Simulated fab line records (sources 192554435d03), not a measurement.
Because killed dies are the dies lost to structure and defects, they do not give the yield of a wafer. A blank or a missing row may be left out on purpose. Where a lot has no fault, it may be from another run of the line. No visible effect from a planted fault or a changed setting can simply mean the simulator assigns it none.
Matching of chambers ; flow n5_finfet ; cmp-02 running N5_HKMG_FIN_CMP_94: 4 sister chambers
The step polishes, stops on SiNx, t overpolish 4.7 s, target thk 43.299 nm. 4 wafers are shown with their chamber, then 8 later ones without.

WAFERS WITH THEIR CHAMBER
wafer;chamber;motor_current_A (A)
L085.2;2;10.7
L086.1;0;10.6
L086.4;3;12.7
L087.3;1;14.5

WAFERS MISSING THEIR CHAMBER
wafer;motor_current_A (A)
L087.5;14.6
L087.6;10.8
L095.2;10.4
L095.3;10.6
L095.6;10.4
L096.1;14.2
L096.3;13.1
L096.5;11.0

WHICH CHAMBER EACH ONE RAN IN
wafer;from the rows above;in truth
L087.5;1;1
L087.6;can't be placed: 2 or 0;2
L095.2;can't be placed: 0 or 2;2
L095.3;can't be placed: 0 or 2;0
L095.6;can't be placed: 0 or 2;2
L096.1;1;1
L096.3;3;3
L096.5;can't be placed: 2 or 0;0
Placed correctly: 3 of 8. Unplaceable from these rows: 5, with the true chamber sitting among the candidates in 5. Placed wrongly: 0.
How it was worked out, from the rows above alone: a wafer's distance from a chamber is the root of the sum, over the readings, of the square of ((its reading less the chamber's mean) divided by the reading's scatter). The wafer belongs to the nearest chamber; if the next one is less than 2 further off, it can't be placed. A chamber's mean is the mean of its shown wafers. The scatter: root of mean squared gap, hidden wafer to nearest shown wafer, with one shown wafer a chamber.
